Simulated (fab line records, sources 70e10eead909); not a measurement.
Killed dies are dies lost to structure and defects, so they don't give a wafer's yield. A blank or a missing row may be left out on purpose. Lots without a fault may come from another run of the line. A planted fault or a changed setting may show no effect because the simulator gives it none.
fab line records | flow nand_harc
record lots=6 wafers=18 last_day=24
route steps=1159 shown A_WL_FILL@820 END@1159
lots that met no fault: from a run of the same line without faults
start_h: hours from the record's first day to the start of the lot's first wafer shown | wait_h: hours since the lot's step before | " the same as in the row above | L1.1+2: a row that stands for several wafers | - no value, or no start given | * or withheld: withheld | < > ~ a bound
route shown NAME@n: a module of which the file shows steps, and the number in the route of the first | usual: mean/standard deviation of fault-free wafers | same: alike in all rows | chamber/n: place in a boat | sites: the reading at each site | _std_site: their standard deviation | _edge_site: outer sites' mean less inner sites' | radius_mm: how far each site lies from the wafer's centre | mask NAME#n: copy n | behind: the tool/chamber that last shaped the wafer | hold: why the lot was held/for how many hours/how that ended | device: the transistor (n, p or np) that didn't switch | end of line: the same wafers' tests at the end of the route | a step without rows: its recipe alone | killed: dies lost to structure and defects at the first sort, not the wafer's yield | map: a wafer's dies, x killed, . not, _ none there
set.NAME: the setting as run; set.NAME@STEP: as run at that earlier step | model.NAME: the simulator's own value behind a step, which no gauge read
lots at some steps of the route; a table a step, a row a wafer
services: from which hour (start_h, from the record's first day; less than 0 if before it) a tool's chamber was out of use, for how many hours, and why
## steps
# step NHARC_A_WL_FILL_ANNEAL_08
# recipe temp_c=450 time_s=1800
# step NHARC_A_WL_FILL_ALD_10
# recipe target_thk_a=500 pulse_time_s=10 ald_cycles=500 temp_c=300 material=SiO2
# usual ald_cycles=500/0 heater_power_w=469/37 precursor_pulse_height_rel=1.000/0.019
# columns lot.wafer tool chamber start_h wait_h ald_cycles heater_power_w precursor_pulse_height_rel
L219.4 ald_hk-02 1 381.56 2.9 500 504 1.003
L219.3 " 0 383.09 4.4 500 419 0.973
L219.5 " 1 " " 500 499 0.989
L218.1 ald_hk-01 2 393.43 1.6 500 497 1.028
L218.5 " 3 " " 500 452 1.028
L218.6 " 0 " " 500 484 1.025
L227.1 ald_hk-01 2 420.34 0.1 500 466 1.006
L227.3 " 3 " " 500 431 1.001
L227.2 " 0 " " 500 468 1.006
L226.1 ald_hk-01 2 429.33 0.1 500 463 0.955
L226.4 " 0 430.37 1.1 500 468 1.018
L226.6 " 2 431.42 2.1 500 464 1.009
L233.1 ald_hk-02 1 453.31 0.1 500 502 1.007
L233.4 " 2 454.36 1.1 500 455 0.993
L233.5 " 1 457.50 4.2 500 501 0.976
L234.3 ald_hk-04 2 478.65 0.1 500 524 0.987
L234.4 " 1 480.15 1.6 500 400 0.963
L234.6 " 3 481.16 2.6 500 441 1.028
# step NHARC_A_WL_FILL_ETCHBACK_16
# recipe target_depth_a=880 time_s=17.6 c4f8_flow_sccm=withheld o2_flow_sccm=8 ar_flow_sccm=withheld rf_w=600 bias_w=800 chemistry=C4F8/O2/Ar
# usual chamber_pressure_mTorr=25.001/0.024 oes_product_au=0.984/0.026 rf_vpp_V=722/3.3
# columns lot.wafer tool chamber start_h wait_h chamber_pressure_mTorr oes_product_au rf_hours_counter_h rf_vpp_V
L219.3 rie_diel-10 1 - - 25.010 0.995 0 721
L219.5 " 3 " " 24.984 0.990 - 719
L219.4 " 1 " " 25.011 0.994 - 722
L218.1 rie_diel-10 1 - - 25.007 0.985 1 720
L218.6 " 2 " " 24.988 0.975 - 720
L218.5 " 3 " " 25.004 0.982 - 718
L227.1 rie_diel-10 1 - - 24.998 0.991 1 722
L227.3 " 3 " " 24.991 0.988 1 719
L227.2 " 0 " " 25.005 0.988 1 725
L226.4 rie_diel-10 3 - - 25.038 0.975 2 717
L226.1 " 2 " " 24.976 0.987 2 721
L226.6 " 3 " " 25.044 0.986 - 718
L233.1 rie_diel-03 3 - - 25.013 0.991 6 727
L233.5 " 3 " " 25.016 0.994 - 725
L233.4 " 2 " " 24.984 0.993 - 724
L234.3 rie_diel-09 0 - - 25.025 0.988 1 722
L234.4 " 3 " " 25.038 0.999 1 717
L234.6 " 1 " " 24.992 1.001 - 728
# step NHARC_A_WL_FILL_STRIP_29
# recipe time_s=20 o2_flow_sccm=500 ar_flow_sccm=0 bias_w=0 chemistry=O2
# step NHARC_A_WL_FILL_ETCHBACK_17
# recipe target_depth_a=40 time_s=26.7 chemistry=Cl2/BCl3
# usual chamber_pressure_mTorr=10.001/0.01 drypump_motor_current_A=6.2/0.4 oes_product_au=1.002/0.0082
# columns lot.wafer tool chamber start_h wait_h chamber_pressure_mTorr drypump_motor_current_A oes_product_au rf_hours_counter_h
L219.4 rie_metal-01 1 386.43 - 10.010 5.7 0.997 -
L219.3 " 0 " " 9.987 5.4 1.007 -
L219.5 " 0 " " 10.015 5.4 1.008 -
L218.1 rie_metal-01 1 396.75 - 10.014 5.7 1.006 1.6
L218.5 " 1 " " 10.002 5.7 0.991 -
L218.6 " 0 " " 9.999 5.4 1.002 -
L227.2 rie_metal-01 0 425.14 - 10.004 5.4 0.992 2.4
L227.1 " 1 " " 9.998 5.7 0.994 2.4
L227.3 " 0 " " 9.999 5.4 0.996 -
L226.1 rie_metal-01 1 434.21 - 10.013 5.7 0.989 2.4
L226.4 " 1 " " 10.014 5.7 0.996 -
L226.6 " 1 " " 10.009 5.7 0.994 -
L233.1 rie_metal-02 1 461.36 - 10.024 6.6 1.008 1.8
L233.4 " 1 " " 9.982 6.6 1.011 -
L233.5 " 0 " " 9.999 6.6 1.010 -
L234.3 rie_metal-03 0 483.43 - 10.014 6.4 1.002 -
L234.4 " 1 " " 10.005 6.1 1.014 -
L234.6 " 0 " " 10.004 6.4 1.006 -
# step NHARC_A_WL_FILL_PRECLEAN_18
# recipe time_s=30 chemistry=dHF
# step NHARC_A_WL_FILL_SRD_21
# step NHARC_A_WL_FILL_CVD_23
# recipe target_thk_a=400 temp_c=620 pressure_mtorr=200 time_s=800 material=poly-Si
# step NHARC_A_WL_FILL_ETCHBACK_26
# recipe target_depth_a=520 time_s=13.3 hbr_flow_sccm=150 rf_w=350 icp_w=350 bias_w=60 chemistry=HBr
# usual chamber_pressure_mTorr=15.001/0.013 drypump_motor_current_A=5.7/0.52 oes_product_au=0.999/0.0072 throttle_valve_pct=23.267/0.0088
# columns lot.wafer tool chamber start_h wait_h chamber_pressure_mTorr drypump_motor_current_A oes_product_au rf_hours_counter_h throttle_valve_pct
L219.3 rie_si-05 1 390.10 0.4 14.985 5.2 0.998 1.1 23.263
L219.4 " 3 " " 15.000 5.7 0.996 1.1 23.274
L219.5 " 1 " " 15.001 5.2 1.003 - 23.272
L218.1 rie_si-05 2 402.03 0.4 15.009 5.0 1.010 1.2 23.266
L218.6 " 1 " " 14.992 5.2 1.002 - 23.271
L218.5 " 2 " " 14.990 5.0 0.996 - 23.268
L227.1 rie_si-02 1 430.45 0.4 15.014 6.6 1.008 0.1 23.270
L227.2 " 2 " " 15.004 6.2 0.989 0.3 23.283
L227.3 " 3 " " 15.020 5.5 0.998 0.3 23.272
L226.1 rie_si-02 2 439.41 0.4 14.999 6.2 0.985 0.4 23.277
L226.4 " 3 " " 14.986 5.5 0.991 0.4 23.258
L226.6 " 3 " " 15.008 5.5 0.993 - 23.273
L233.1 rie_si-02 1 466.54 0.4 15.025 6.5 0.993 0.5 23.265
L233.4 " 2 " " 15.009 6.2 0.995 0.7 23.258
L233.5 " 1 " " 14.999 6.5 0.989 - 23.271
L234.3 rie_si-02 2 488.80 0.4 14.981 6.2 0.981 0.8 23.271
L234.4 " 1 " " 14.980 6.5 1.001 0.7 23.280
L234.6 " 3 " " 15.026 5.5 0.999 - 23.277
# step NHARC_A_WL_FILL_PRECLEAN_30
# recipe time_s=10 chemistry=dHF
# step NHARC_A_WL_FILL_SRD_14
# step NHARC_A_WL_FILL_ALD_19
# recipe target_thk_a=20 pulse_time_s=3 ald_cycles=100 temp_c=450 material=TiN
# usual ald_cycles=100/0 heater_power_w=1132/81 precursor_pulse_height_rel=1.000/0.018
# columns lot.wafer tool chamber start_h wait_h ald_cycles heater_power_w precursor_pulse_height_rel
L219.3 ald_metal-04 3 390.35 0.1 100 1083 0.975
L219.4 " 3 " " 100 1099 1.006
L219.5 " 0 " " 100 1318 1.009
L218.1 ald_metal-02 0 402.29 0.1 100 1077 1.019
L218.6 " 0 " " 100 1057 1.004
L218.5 " 2 " " 100 1274 0.999
L227.1 ald_metal-04 0 430.70 0.1 100 1190 1.043
L227.2 " 1 " " 100 1088 0.996
L227.3 " 2 " " 50 1149 1.004
L226.4 ald_metal-04 0 439.68 0.1 100 1238 0.961
L226.1 " 3 " " 100 1091 0.980
L226.6 " 0 " " 50 1262 1.003
L233.1 ald_metal-02 2 466.79 0.1 100 1268 0.955
L233.4 " 3 " " 100 1024 0.999
L233.5 " 1 " " 100 1034 1.012
L234.4 ald_metal-02 3 489.11 0.1 100 1025 0.994
L234.3 " 0 " " 100 1049 0.997
L234.6 " 1 " " 100 1069 0.996
# step NHARC_A_WL_FILL_CVD_20
# recipe target_thk_a=750 temp_c=300 pressure_torr=40 wf6_flow_sccm=40 h2_flow_sccm=1600 ar_flow_sccm=1560 time_s=5064 material=W
# usual heater_power_w=475/83 mfc_wf6_sccm=39.98/0.13 throttle_valve_pct=7.94/0.29
# columns lot.wafer tool chamber start_h wait_h heater_power_w mfc_wf6_sccm throttle_valve_pct
L219.3 cvd_w-01 0 - - 343 40.02 7.95
L219.4 " 1 " " 574 40.04 7.78
L219.5 " 0 " " 336 39.91 7.81
L218.1 cvd_w-01 0 - - 343 40.05 7.66
L218.6 " 0 " " 334 40.16 7.62
L218.5 " 1 " " 580 39.96 7.83
L227.1 cvd_w-01 0 - - 336 40.03 7.42
L227.2 " 1 " " 576 40.12 7.78
L227.3 " 0 " " 337 40.06 7.71
L226.1 cvd_w-02 1 - - 497 39.97 7.84
L226.4 " 1 " " 470 40.35 7.84
L226.6 " 1 " " 483 40.19 7.95
L233.1 cvd_w-01 0 - - 335 39.81 7.85
L233.4 " 1 " " 580 40.10 7.96
L233.5 " 1 " " 577 39.95 7.99
L234.3 cvd_w-02 1 - - 498 40.13 7.77
L234.4 " 0 " " 497 39.81 8.33
L234.6 " 0 " " 489 39.88 8.27
# step NHARC_END_SORT_01
# recipe temp_c=25
# usual killed_at_array=29/12 killed_at_other=0.7/1 killed_at_periphery=4/3.2 killed_dies=34/12 killed_open=3.4/2 killed_short=1.8/1.3
# same gross_dies=677
# columns lot.wafer tool chamber start_h wait_h killed_at_array killed_at_other killed_at_periphery killed_dies killed_open killed_short
L219.3 prober-02 0 481.91 3.0 30 0 0 30 1 1
L219.4 prober-02 0 482.69 3.3 17 0 4 21 3 2
L219.5 prober-02 0 483.48 3.6 24 0 0 24 3 0
L227.3 prober-01 0 506.64 3.1 674 1 2 677 3 1
L226.1 prober-02 0 530.11 2.5 32 0 4 36 4 5
L226.4 prober-02 0 532.52 3.4 47 1 4 52 5 3
L226.6 prober-02 0 534.12 4.0 676 1 0 677 2 2
L233.1 prober-02 0 566.08 2.4 46 0 5 51 5 2
L233.4 prober-02 0 568.51 3.4 62 1 1 64 4 1
L233.5 prober-02 0 569.31 3.7 45 1 0 46 6 1
# killed by level:class
L219.3 A_SLIT:chamber_film_flake=18 A_CHANNEL_HOLE_D1:chamber_film_flake=3 A_STAIRCASE:chamber_film_flake=2 A_BONDPAD:chamber_film_flake=2 A_CONTACT:chamber_film_flake=2 A_ONON_D1:geometric_particle:short=1 A_CONTACT:geometric_particle:open=1 A_M0:chamber_film_flake=1
L219.4 A_SLIT:chamber_film_flake=9 P_M0:geometric_particle:open=2 A_CHANNEL_HOLE_D1:chamber_film_flake=2 A_CONTACT:chamber_film_flake=2 A_BONDPAD:chamber_film_flake=2 P_M1:geometric_particle:short=1 A_WL_FILL:geometric_particle:short=1 A_CONTACT:geometric_particle:open=1
L219.5 A_SLIT:chamber_film_flake=13 A_CHANNEL_HOLE_D1:chamber_film_flake=3 A_CONTACT:chamber_film_flake=2 A_M0:chamber_film_flake=2 A_CHANNEL_FILL_D1:geometric_particle:open=1 A_SGD_CUT:geometric_particle:open=1 A_BLC:geometric_particle:open=1 A_STAIRCASE:chamber_film_flake=1
L227.3 A_WL_FILL:area_ald=643 A_SLIT:chamber_film_flake=17 A_CHANNEL_HOLE_D1:chamber_film_flake=5 A_CONTACT:chamber_film_flake=4 A_STAIRCASE:chamber_film_flake=2 P_GATE:geometric_particle:open=1 A_ONON_D1:geometric_particle:short=1 A_CONTACT:geometric_particle:open=1
L226.1 A_CHANNEL_HOLE_D1:chamber_film_flake=13 A_SLIT:chamber_film_flake=11 P_GATE:geometric_particle:short=1 P_CONTACT:geometric_particle:short=1 P_CONTACT:geometric_particle:open=1 P_M0:geometric_particle:open=1 A_CHANNEL_HOLE_D1:geometric_particle:open=1 A_CHANNEL_HOLE_D1:geometric_particle:short=1
L226.4 A_SLIT:chamber_film_flake=17 A_CHANNEL_HOLE_D1:chamber_film_flake=15 A_STAIRCASE:chamber_film_flake=3 A_WL_FILL:chamber_film_flake=3 A_CONTACT:chamber_film_flake=3 P_CONTACT:geometric_particle:open=2 A_SGD_CUT:geometric_particle:short=2 P_M0:geometric_particle:open=1
L226.6 A_WL_FILL:area_ald=636 A_CHANNEL_HOLE_D1:chamber_film_flake=17 A_SLIT:chamber_film_flake=16 A_STAIRCASE:chamber_film_flake=2 A_WL_FILL:geometric_particle:short=1 A_M0:geometric_particle:open=1 A_M1:geometric_particle:open=1 STARTING-WAFER:geometric_particle:short=1
L233.1 A_SLIT:chamber_film_flake=18 A_CHANNEL_HOLE_D1:chamber_film_flake=17 A_CONTACT:chamber_film_flake=7 A_SOURCE_PLATE:geometric_particle:short=2 P_GATE:geometric_particle:open=1 P_CONTACT:geometric_particle:open=1 P_M1:geometric_particle:open=1 P_M2:geometric_particle:open=1
L233.4 A_CHANNEL_HOLE_D1:chamber_film_flake=26 A_SLIT:chamber_film_flake=21 A_CONTACT:chamber_film_flake=8 A_CHANNEL_FILL_D1:chamber_film_flake=3 A_CHANNEL_FILL_D1:geometric_particle:open=1 A_CHANNEL_FILL_D1:geometric_particle:short=1 A_WL_FILL:geometric_particle:open=1 A_M0:geometric_particle:open=1
L233.5 A_CHANNEL_HOLE_D1:chamber_film_flake=16 A_SLIT:chamber_film_flake=15 A_CONTACT:chamber_film_flake=5 A_ONON_D1:geometric_particle:open=2 A_SOURCE_PLATE:geometric_particle:open=1 A_CHANNEL_HOLE_D1:geometric_particle:short=1 A_CONTACT:geometric_particle:open=1 A_BLC:geometric_particle:open=1
# map L226.6 (x killed, . not)
____________x____________
_________xxxxxxx_________
_______xxxxxxxxxxx_______
______xxxxxxxxxxxxx______
_____xxxxxxxxxxxxxxx_____
____xxxxxxxxxxxxxxxxx____
____xxxxxxxxxxxxxxxxx____
___xxxxxxxxxxxxxxxxxxx___
___xxxxxxxxxxxxxxxxxxx___
__xxxxxxxxxxxxxxxxxxxxx__
__xxxxxxxxxxxxxxxxxxxxx__
_xxxxxxxxxxxxxxxxxxxxxxx_
_xxxxxxxxxxxxxxxxxxxxxxx_
_xxxxxxxxxxxxxxxxxxxxxxx_
_xxxxxxxxxxxxxxxxxxxxxxx_
_xxxxxxxxxxxxxxxxxxxxxxx_
xxxxxxxxxxxxxxxxxxxxxxxxx
xxxxxxxxxxxxxxxxxxxxxxxxx
xxxxxxxxxxxxxxxxxxxxxxxxx
xxxxxxxxxxxxxxxxxxxxxxxxx
xxxxxxxxxxxxxxxxxxxxxxxxx
_xxxxxxxxxxxxxxxxxxxxxxx_
_xxxxxxxxxxxxxxxxxxxxxxx_
_xxxxxxxxxxxxxxxxxxxxxxx_
_xxxxxxxxxxxxxxxxxxxxxxx_
_xxxxxxxxxxxxxxxxxxxxxxx_
__xxxxxxxxxxxxxxxxxxxxx__
__xxxxxxxxxxxxxxxxxxxxx__
___xxxxxxxxxxxxxxxxxxx___
___xxxxxxxxxxxxxxxxxxx___
____xxxxxxxxxxxxxxxxx____
____xxxxxxxxxxxxxxxxx____
_____xxxxxxxxxxxxxxx_____
______xxxxxxxxxxxxx______
_______xxxxxxxxxxx_______
_________xxxxxxx_________
____________x____________
# map L227.3 (x killed, . not)
____________x____________
_________xxxxxxx_________
_______xxxxxxxxxxx_______
______xxxxxxxxxxxxx______
_____xxxxxxxxxxxxxxx_____
____xxxxxxxxxxxxxxxxx____
____xxxxxxxxxxxxxxxxx____
___xxxxxxxxxxxxxxxxxxx___
___xxxxxxxxxxxxxxxxxxx___
__xxxxxxxxxxxxxxxxxxxxx__
__xxxxxxxxxxxxxxxxxxxxx__
_xxxxxxxxxxxxxxxxxxxxxxx_
_xxxxxxxxxxxxxxxxxxxxxxx_
_xxxxxxxxxxxxxxxxxxxxxxx_
_xxxxxxxxxxxxxxxxxxxxxxx_
_xxxxxxxxxxxxxxxxxxxxxxx_
xxxxxxxxxxxxxxxxxxxxxxxxx
xxxxxxxxxxxxxxxxxxxxxxxxx
xxxxxxxxxxxxxxxxxxxxxxxxx
xxxxxxxxxxxxxxxxxxxxxxxxx
xxxxxxxxxxxxxxxxxxxxxxxxx
_xxxxxxxxxxxxxxxxxxxxxxx_
_xxxxxxxxxxxxxxxxxxxxxxx_
_xxxxxxxxxxxxxxxxxxxxxxx_
_xxxxxxxxxxxxxxxxxxxxxxx_
_xxxxxxxxxxxxxxxxxxxxxxx_
__xxxxxxxxxxxxxxxxxxxxx__
__xxxxxxxxxxxxxxxxxxxxx__
___xxxxxxxxxxxxxxxxxxx___
___xxxxxxxxxxxxxxxxxxx___
____xxxxxxxxxxxxxxxxx____
____xxxxxxxxxxxxxxxxx____
_____xxxxxxxxxxxxxxx_____
______xxxxxxxxxxxxx______
_______xxxxxxxxxxx_______
_________xxxxxxx_________
____________x____________
## services
# columns tool chamber start_h hours kind
ald_hk-02 - 362.36 1.2 repair
rie_diel-10 0 362.50 - clean
rie_diel-10 1 362.50 - clean
rie_diel-10 2 362.50 - clean
ald_metal-02 - 364.00 10.0 pm
ald_metal-04 1 371.06 23.9 repair
rie_diel-10 0 373.31 14.8 repair
cvd_w-02 - 380.50 13.0 pm
rie_metal-02 - 388.00 9.0 pm
rie_si-02 - 388.00 9.0 pm
rie_diel-03 - 392.42 9.0 pm
ald_metal-02 3 397.44 27.3 repair
rie_diel-09 3 402.09 15.4 repair
ald_metal-04 - 406.00 10.0 pm
ald_hk-01 - 409.12 10.0 pm
rie_si-05 - 416.00 9.0 pm
ald_metal-02 0 429.46 5.1 repair
rie_diel-09 - 431.10 9.0 pm
rie_diel-10 1 441.33 2.3 repair
rie_metal-03 - 453.00 9.0 pm
rie_diel-10 - 453.97 0.2 repair
ald_metal-02 0 462.85 24.2 repair
rie_diel-03 2 474.74 12.6 repair
cvd_w-01 - 476.46 13.0 pm
## key
first_sign step=NHARC_A_WL_FILL_ALD_19 reading=ald_cycles direction=down sigmas=99+ usual=100 struck=50
effect step=NHARC_END_SORT_01 reading=killed_dies direction=up sigmas=55 usual=34 struck=677
more_kills_born_at NHARC_A_WL_FILL_ALD_19@ald_metal-04=1279
met_at NHARC_A_WL_FILL_ALD_19
struck_wafers L226.6,L227.3
later_rows_left_out L226.6,L227.3
tester_left_out L226,L227
onset_between 390.35 430.70
fault kind=process_parameter_drift tool=ald_metal-04 chamber=- onset_h=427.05 steps=NHARC_A_WL_FILL_ALD_19 channel=ald_cycles offset=-50 shape=step end_h=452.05 scope=struck_wafers_only acts_in=these_recipes_only stated=100
# tester_left_out: of these lots the tester's yield and bins aren't shown, on N5 and GAA mostly nor the transistor test; their killed dies are dies lost to structure and defects alone, not to doping, threshold or leakage, so they don't give the yield
# later_rows_left_out: the simulator's readings of these wafers behind a module that went badly wrong aren't trusted and aren't shown, but for the sort
